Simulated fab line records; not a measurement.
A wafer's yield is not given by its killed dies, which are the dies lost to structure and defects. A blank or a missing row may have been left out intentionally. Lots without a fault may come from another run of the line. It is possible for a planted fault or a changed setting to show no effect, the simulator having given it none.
The tool behind it: which one? / flow nand_harc / 33 wafers from 11 lots sampled at 5 of the route's 1159 steps

WHAT THE GAUGES SHOWED, per wafer
NHARC_END_SORT_01. Usual: killed_at_array 26, standard deviation 9.9; killed_at_other 0.8, standard deviation 1; killed_at_periphery 2.8, standard deviation 2.2; killed_dies 29, standard deviation 9.9; killed_open 3.2, standard deviation 1.8; killed_short 2.1, standard deviation 1.4.
lot=L517; measured=day 21 00:59; on=prober-01; killed_at_array=23 14 27; killed_at_other=1 1 0; killed_at_periphery=2 3 2; killed_dies=26 18 29; killed_open=5 3 3; killed_short=2 4 4; flag=
lot=L518; measured=day 21 00:56; on=prober-02; killed_at_array=39 31 43; killed_at_other=0 2 1; killed_at_periphery=2 0 0; killed_dies=41 33 44; killed_open=6 3 6; killed_short=1 1 1; flag=
lot=L520; measured=day 21 18:07; on=prober-02; killed_at_array=24 16 17; killed_at_other=0 1 2; killed_at_periphery=1 1 0; killed_dies=25 18 19; killed_open=4 2 1; killed_short=3 3 0; flag=
lot=L522; measured=day 22 00:26; on=prober-02; killed_at_array=43 30 31; killed_at_other=0 2 0; killed_at_periphery=1 2 3; killed_dies=44 34 34; killed_open=3 0 4; killed_short=1 1 0; flag=
lot=L524; measured=day 22 16:44; on=prober-01; killed_at_array=35 674 35; killed_at_other=1 0 0; killed_at_periphery=3 2 2; killed_dies=39 676 37; killed_open=4 2 4; killed_short=3 1 1; flag=OFF
lot=L532; measured=day 24 16:04; on=prober-02; killed_at_array=33 39 35; killed_at_other=1 2 3; killed_at_periphery=2 0 3; killed_dies=36 41 41; killed_open=1 1 2; killed_short=3 1 2; flag=
lot=L534; measured=day 24 07:27; on=prober-02; killed_at_array=20 26 20; killed_at_other=3 2 1; killed_at_periphery=8 3 5; killed_dies=31 31 26; killed_open=3 3 0; killed_short=0 1 2; flag=
lot=L533; measured=day 24 21:35; on=prober-01; killed_at_array=13 15 18; killed_at_other=2 0 0; killed_at_periphery=3 6 5; killed_dies=18 21 23; killed_open=2 1 3; killed_short=1 3 1; flag=

WHAT TOOL EACH LOT RAN ON (gives the tool, then ch and the chambers of the sampled wafers, and finally the start)
lot=L513; NHARC_A_STAIRCASE_ETCH_225=rie_diel-02 ch 0,3, day 12 03:37 or earlier; NHARC_A_STAIRCASE_ETCH_227=rie_diel-02 ch 0,1, day 12 03:37; NHARC_A_STAIRCASE_TRIM_231=rie_diel-02 ch 1,3, no start; NHARC_A_STAIRCASE_ETCH_234=rie_diel-02 ch 0,1,3, no start
lot=L517; NHARC_A_STAIRCASE_ETCH_225=rie_diel-07 ch 0,1,3, day 12 08:40 or earlier; NHARC_A_STAIRCASE_ETCH_227=rie_diel-07 ch 0,1,2, day 12 08:40; NHARC_A_STAIRCASE_TRIM_231=rie_diel-07 ch 0,3, day 21 00:59 or earlier; NHARC_A_STAIRCASE_ETCH_234=rie_diel-07 ch 0,2,3, day 21 00:59 or earlier
lot=L516; NHARC_A_STAIRCASE_ETCH_225=rie_diel-08 ch 0,1,2, day 12 09:52 or earlier; NHARC_A_STAIRCASE_ETCH_227=rie_diel-08 ch 0,1,3, day 12 09:52; NHARC_A_STAIRCASE_TRIM_231=rie_diel-08 ch 1,3, no start; NHARC_A_STAIRCASE_ETCH_234=rie_diel-08 ch 2,3, no start
lot=L518; NHARC_A_STAIRCASE_ETCH_225=rie_diel-07 ch 0,2, day 12 17:03 or earlier; NHARC_A_STAIRCASE_ETCH_227=rie_diel-07 ch 0,3, day 12 17:03; NHARC_A_STAIRCASE_TRIM_231=rie_diel-07 ch 0,1,2, day 21 00:56 or earlier; NHARC_A_STAIRCASE_ETCH_234=rie_diel-07 ch 0,2,3, day 21 00:56 or earlier
lot=L520; NHARC_A_STAIRCASE_ETCH_225=rie_diel-02 ch 0,2, day 13 03:28 or earlier; NHARC_A_STAIRCASE_ETCH_227=rie_diel-02 ch 0,1,3, day 13 03:28; NHARC_A_STAIRCASE_TRIM_231=rie_diel-08 ch 1,2,3, day 21 18:07 or earlier; NHARC_A_STAIRCASE_ETCH_234=rie_diel-08 ch 0,2,3, day 21 18:07 or earlier
lot=L522; NHARC_A_STAIRCASE_ETCH_225=rie_diel-07 ch 1,2, day 13 20:39 or earlier; NHARC_A_STAIRCASE_ETCH_227=rie_diel-07 ch 1,2,3, day 13 20:39; NHARC_A_STAIRCASE_TRIM_231=rie_diel-07 ch 1,2,3, day 22 00:26 or earlier; NHARC_A_STAIRCASE_ETCH_234=rie_diel-07 ch 0,1,3, day 22 00:26 or earlier
lot=L524; NHARC_A_STAIRCASE_ETCH_225=rie_diel-02 ch 1,2,3, day 14 09:14 or earlier; NHARC_A_STAIRCASE_ETCH_227=rie_diel-02 ch 0,1,3, day 14 09:14; NHARC_A_STAIRCASE_TRIM_231=rie_diel-08 ch 0,2, day 22 16:44 or earlier; NHARC_A_STAIRCASE_ETCH_234=rie_diel-08 ch 1,2,3, day 22 16:44 or earlier
lot=L526; NHARC_A_STAIRCASE_ETCH_225=rie_diel-07 ch 0,1,2, day 15 01:40 or earlier; NHARC_A_STAIRCASE_ETCH_227=rie_diel-07 ch 0,2, day 15 01:40; NHARC_A_STAIRCASE_TRIM_231=rie_diel-08 ch 1,2,3, no start; NHARC_A_STAIRCASE_ETCH_234=rie_diel-08 ch 0,1,2, no start
lot=L532; NHARC_A_STAIRCASE_ETCH_225=rie_diel-08 ch 0,2,3, day 16 08:49 or earlier; NHARC_A_STAIRCASE_ETCH_227=rie_diel-08 ch 0,2,3, day 16 08:49; NHARC_A_STAIRCASE_TRIM_231=rie_diel-07 ch 0,1,3, day 24 16:04 or earlier; NHARC_A_STAIRCASE_ETCH_234=rie_diel-07 ch 0,2, day 24 16:04 or earlier
lot=L534; NHARC_A_STAIRCASE_ETCH_225=rie_diel-08 ch 1,3, day 16 09:20 or earlier; NHARC_A_STAIRCASE_ETCH_227=rie_diel-08 ch 0,2,3, day 16 09:20; NHARC_A_STAIRCASE_TRIM_231=rie_diel-02 ch 0,3, day 24 07:27 or earlier; NHARC_A_STAIRCASE_ETCH_234=rie_diel-02 ch 0,3, day 24 07:27 or earlier
lot=L533; NHARC_A_STAIRCASE_ETCH_225=rie_diel-07 ch 0,1,2, day 16 15:34 or earlier; NHARC_A_STAIRCASE_ETCH_227=rie_diel-07 ch 0,1,2, day 16 15:34; NHARC_A_STAIRCASE_TRIM_231=rie_diel-07 ch 0,1,2, day 24 21:35 or earlier; NHARC_A_STAIRCASE_ETCH_234=rie_diel-07 ch 0,1,3, day 24 21:35 or earlier
- NHARC_A_STAIRCASE_ETCH_225: etches the open film in C4F8/O2, target depth 100 nm, time 40.5 s.
- NHARC_A_STAIRCASE_ETCH_227: etches the open film in C4F8/O2, target depth 100 nm, time 40.5 s.
- NHARC_A_STAIRCASE_TRIM_231: chemistry O2, time 211.2 s.
- NHARC_A_STAIRCASE_ETCH_234: etches the open film in C4F8/O2, target depth 100 nm, time 40.5 s.

WHAT THE TOOLS THEMSELVES READ (means of the sampled wafers that have a number; where no wafer has one, the mark that the record gives instead)
NHARC_A_STAIRCASE_ETCH_225. Usual: chamber_pressure_mTorr 24.999 mTorr, standard deviation 0.023; oes_product_au 0.939 a.u., standard deviation 0.01; rf_vpp_V 897 V, standard deviation 5.9.
lot=L513; tool=rie_diel-02; chamber_pressure_mTorr (mTorr)=25.019; oes_product_au (a.u.)=0.949; rf_vpp_V (V)=893; flag=
lot=L517; tool=rie_diel-07; chamber_pressure_mTorr (mTorr)=25.000; oes_product_au (a.u.)=0.951; rf_vpp_V (V)=898; flag=
lot=L516; tool=rie_diel-08; chamber_pressure_mTorr (mTorr)=24.983; oes_product_au (a.u.)=0.949; rf_vpp_V (V)=896; flag=
lot=L518; tool=rie_diel-07; chamber_pressure_mTorr (mTorr)=24.982; oes_product_au (a.u.)=0.933; rf_vpp_V (V)=900; flag=
lot=L520; tool=rie_diel-02; chamber_pressure_mTorr (mTorr)=24.988; oes_product_au (a.u.)=0.938; rf_vpp_V (V)=900; flag=
lot=L522; tool=rie_diel-07; chamber_pressure_mTorr (mTorr)=25.000; oes_product_au (a.u.)=0.939; rf_vpp_V (V)=897; flag=
lot=L524; tool=rie_diel-02; chamber_pressure_mTorr (mTorr)=24.975; oes_product_au (a.u.)=0.934; rf_vpp_V (V)=894; flag=
lot=L526; tool=rie_diel-07; chamber_pressure_mTorr (mTorr)=24.992; oes_product_au (a.u.)=0.934; rf_vpp_V (V)=900; flag=
lot=L532; tool=rie_diel-08; chamber_pressure_mTorr (mTorr)=24.993; oes_product_au (a.u.)=0.943; rf_vpp_V (V)=895; flag=
lot=L534; tool=rie_diel-08; chamber_pressure_mTorr (mTorr)=25.001; oes_product_au (a.u.)=0.939; rf_vpp_V (V)=899; flag=
lot=L533; tool=rie_diel-07; chamber_pressure_mTorr (mTorr)=25.012; oes_product_au (a.u.)=0.943; rf_vpp_V (V)=899; flag=

NHARC_A_STAIRCASE_ETCH_227. Usual: chamber_pressure_mTorr 25.001 mTorr, standard deviation 0.022; oes_product_au 0.939 a.u., standard deviation 0.01; rf_vpp_V 897 V, standard deviation 6.
lot=L513; tool=rie_diel-02; chamber_pressure_mTorr (mTorr)=25.009; oes_product_au (a.u.)=0.945; rf_vpp_V (V)=902; flag=
lot=L517; tool=rie_diel-07; chamber_pressure_mTorr (mTorr)=25.003; oes_product_au (a.u.)=0.940; rf_vpp_V (V)=900; flag=
lot=L516; tool=rie_diel-08; chamber_pressure_mTorr (mTorr)=24.963; oes_product_au (a.u.)=0.947; rf_vpp_V (V)=900; flag=
lot=L518; tool=rie_diel-07; chamber_pressure_mTorr (mTorr)=25.009; oes_product_au (a.u.)=0.941; rf_vpp_V (V)=901; flag=
lot=L520; tool=rie_diel-02; chamber_pressure_mTorr (mTorr)=24.993; oes_product_au (a.u.)=0.940; rf_vpp_V (V)=897; flag=
lot=L522; tool=rie_diel-07; chamber_pressure_mTorr (mTorr)=24.996; oes_product_au (a.u.)=0.923; rf_vpp_V (V)=895; flag=
lot=L524; tool=rie_diel-02; chamber_pressure_mTorr (mTorr)=24.995; oes_product_au (a.u.)=0.980; rf_vpp_V (V)=897; flag=OFF
lot=L526; tool=rie_diel-07; chamber_pressure_mTorr (mTorr)=25.015; oes_product_au (a.u.)=0.938; rf_vpp_V (V)=899; flag=
lot=L532; tool=rie_diel-08; chamber_pressure_mTorr (mTorr)=24.992; oes_product_au (a.u.)=0.945; rf_vpp_V (V)=896; flag=
lot=L534; tool=rie_diel-08; chamber_pressure_mTorr (mTorr)=25.008; oes_product_au (a.u.)=0.956; rf_vpp_V (V)=894; flag=
lot=L533; tool=rie_diel-07; chamber_pressure_mTorr (mTorr)=25.012; oes_product_au (a.u.)=0.948; rf_vpp_V (V)=900; flag=

NHARC_A_STAIRCASE_TRIM_231. Usual: chamber_pressure_mTorr 59.99 mTorr, standard deviation 0.05; drypump_motor_current_A 5.6 A, standard deviation 0.59; o2_flow_sccm 500.2 sccm, standard deviation 1.6; oes_product_au 1.000 a.u., standard deviation 0.0077; rf_vpp_V 57.8 V, standard deviation 0.91; showerhead_plenum_p_Torr 3.57 Torr, standard deviation 0.16; throttle_valve_pct 17.036 %, standard deviation 0.0089.
lot=L513; tool=rie_diel-02; chamber_pressure_mTorr (mTorr)=60.01; drypump_motor_current_A (A)=5.4; o2_flow_sccm (sccm)=500.1; oes_product_au (a.u.)=0.999; rf_vpp_V (V)=57.0; showerhead_plenum_p_Torr (Torr)=3.40; throttle_valve_pct (%)=17.043; flag=
lot=L517; tool=rie_diel-07; chamber_pressure_mTorr (mTorr)=59.95; drypump_motor_current_A (A)=5.1; o2_flow_sccm (sccm)=501.5; oes_product_au (a.u.)=0.995; rf_vpp_V (V)=57.7; showerhead_plenum_p_Torr (Torr)=3.64; throttle_valve_pct (%)=17.038; flag=
lot=L516; tool=rie_diel-08; chamber_pressure_mTorr (mTorr)=60.05; drypump_motor_current_A (A)=6.4; o2_flow_sccm (sccm)=500.1; oes_product_au (a.u.)=1.000; rf_vpp_V (V)=57.9; showerhead_plenum_p_Torr (Torr)=3.62; throttle_valve_pct (%)=17.053; flag=
lot=L518; tool=rie_diel-07; chamber_pressure_mTorr (mTorr)=59.97; drypump_motor_current_A (A)=4.9; o2_flow_sccm (sccm)=500.4; oes_product_au (a.u.)=0.995; rf_vpp_V (V)=58.9; showerhead_plenum_p_Torr (Torr)=3.65; throttle_valve_pct (%)=17.024; flag=
lot=L520; tool=rie_diel-08; chamber_pressure_mTorr (mTorr)=59.97; drypump_motor_current_A (A)=6.4; o2_flow_sccm (sccm)=500.8; oes_product_au (a.u.)=1.012; rf_vpp_V (V)=57.8; showerhead_plenum_p_Torr (Torr)=3.52; throttle_valve_pct (%)=17.035; flag=
lot=L522; tool=rie_diel-07; chamber_pressure_mTorr (mTorr)=60.02; drypump_motor_current_A (A)=5.2; o2_flow_sccm (sccm)=499.5; oes_product_au (a.u.)=0.997; rf_vpp_V (V)=56.7; showerhead_plenum_p_Torr (Torr)=3.48; throttle_valve_pct (%)=17.037; flag=
lot=L524; tool=rie_diel-08; chamber_pressure_mTorr (mTorr)=60.03; drypump_motor_current_A (A)=6.2; o2_flow_sccm (sccm)=501.4; oes_product_au (a.u.)=1.003; rf_vpp_V (V)=57.9; showerhead_plenum_p_Torr (Torr)=3.42; throttle_valve_pct (%)=17.034; flag=
lot=L526; tool=rie_diel-08; chamber_pressure_mTorr (mTorr)=60.01; drypump_motor_current_A (A)=6.3; o2_flow_sccm (sccm)=500.7; oes_product_au (a.u.)=1.007; rf_vpp_V (V)=57.4; showerhead_plenum_p_Torr (Torr)=3.51; throttle_valve_pct (%)=17.037; flag=
lot=L532; tool=rie_diel-07; chamber_pressure_mTorr (mTorr)=59.98; drypump_motor_current_A (A)=5.1; o2_flow_sccm (sccm)=500.3; oes_product_au (a.u.)=0.994; rf_vpp_V (V)=58.1; showerhead_plenum_p_Torr (Torr)=3.55; throttle_valve_pct (%)=17.043; flag=
lot=L534; tool=rie_diel-02; chamber_pressure_mTorr (mTorr)=60.06; drypump_motor_current_A (A)=5.5; o2_flow_sccm (sccm)=500.6; oes_product_au (a.u.)=1.002; rf_vpp_V (V)=57.8; showerhead_plenum_p_Torr (Torr)=3.79; throttle_valve_pct (%)=17.044; flag=
lot=L533; tool=rie_diel-07; chamber_pressure_mTorr (mTorr)=60.01; drypump_motor_current_A (A)=4.9; o2_flow_sccm (sccm)=499.0; oes_product_au (a.u.)=0.991; rf_vpp_V (V)=58.2; showerhead_plenum_p_Torr (Torr)=3.62; throttle_valve_pct (%)=17.038; flag=

NHARC_A_STAIRCASE_ETCH_234. Usual: chamber_pressure_mTorr 24.998 mTorr, standard deviation 0.022; oes_product_au 0.940 a.u., standard deviation 0.011; rf_vpp_V 897 V, standard deviation 6.2.
lot=L513; tool=rie_diel-02; chamber_pressure_mTorr (mTorr)=24.983; oes_product_au (a.u.)=0.938; rf_vpp_V (V)=897; flag=
lot=L517; tool=rie_diel-07; chamber_pressure_mTorr (mTorr)=24.988; oes_product_au (a.u.)=0.943; rf_vpp_V (V)=897; flag=
lot=L516; tool=rie_diel-08; chamber_pressure_mTorr (mTorr)=25.008; oes_product_au (a.u.)=0.952; rf_vpp_V (V)=892; flag=
lot=L518; tool=rie_diel-07; chamber_pressure_mTorr (mTorr)=24.978; oes_product_au (a.u.)=0.941; rf_vpp_V (V)=897; flag=
lot=L520; tool=rie_diel-08; chamber_pressure_mTorr (mTorr)=24.998; oes_product_au (a.u.)=0.933; rf_vpp_V (V)=896; flag=
lot=L522; tool=rie_diel-07; chamber_pressure_mTorr (mTorr)=25.004; oes_product_au (a.u.)=0.939; rf_vpp_V (V)=897; flag=
lot=L524; tool=rie_diel-08; chamber_pressure_mTorr (mTorr)=25.012; oes_product_au (a.u.)=0.950; rf_vpp_V (V)=895; flag=
lot=L526; tool=rie_diel-08; chamber_pressure_mTorr (mTorr)=24.987; oes_product_au (a.u.)=0.955; rf_vpp_V (V)=895; flag=
lot=L532; tool=rie_diel-07; chamber_pressure_mTorr (mTorr)=25.001; oes_product_au (a.u.)=0.938; rf_vpp_V (V)=899; flag=
lot=L534; tool=rie_diel-02; chamber_pressure_mTorr (mTorr)=24.985; oes_product_au (a.u.)=0.954; rf_vpp_V (V)=904; flag=
lot=L533; tool=rie_diel-07; chamber_pressure_mTorr (mTorr)=24.985; oes_product_au (a.u.)=0.930; rf_vpp_V (V)=897; flag=

THE ANSWER, worked out from the rows above alone
Rule: lot off if the mean of its wafers having a number is beyond 3 standard deviations from the usual mean. Also off: a lot with no number at a reading for which 4 or more lots have one. All remaining lots with rows at the step are treated as sound. Order of review: gauges by route order, followed by the tools' own readings, for which a lot's mean as printed above is used. At the first step where some lot is off, the reading lying furthest off is the one used; lots without a number count as furthest.
Off: L524, at NHARC_END_SORT_01 (killed_at_array). Neither off nor sound, because the step has no rows for them: L513, L516, L526.
A tool fits if, at a process step before that reading, it ran every lot that is off, and no sound lot after the first of them. Not tried: the gauges at NHARC_END_SORT_01; whatever is off there is also off at NHARC_A_STAIRCASE_ETCH_227, on other tools, and gauge error can't account for it. NHARC_A_STAIRCASE_ETCH_225 gives no start for some lots, so the hours and the order of its lots are those of NHARC_A_STAIRCASE_ETCH_227. NHARC_A_STAIRCASE_TRIM_231 gives no start for some lots, so the hours and the order of its lots are those of NHARC_END_SORT_01. NHARC_A_STAIRCASE_ETCH_234 gives no start for some lots, so the hours and the order of its lots are those of NHARC_END_SORT_01. Undecided on this evidence; 2 tools fit (rie_diel-02 at NHARC_A_STAIRCASE_ETCH_225 and NHARC_A_STAIRCASE_ETCH_227, rie_diel-08 at NHARC_A_STAIRCASE_TRIM_231 and NHARC_A_STAIRCASE_ETCH_234).

WHAT THE SIMULATOR PUT IN
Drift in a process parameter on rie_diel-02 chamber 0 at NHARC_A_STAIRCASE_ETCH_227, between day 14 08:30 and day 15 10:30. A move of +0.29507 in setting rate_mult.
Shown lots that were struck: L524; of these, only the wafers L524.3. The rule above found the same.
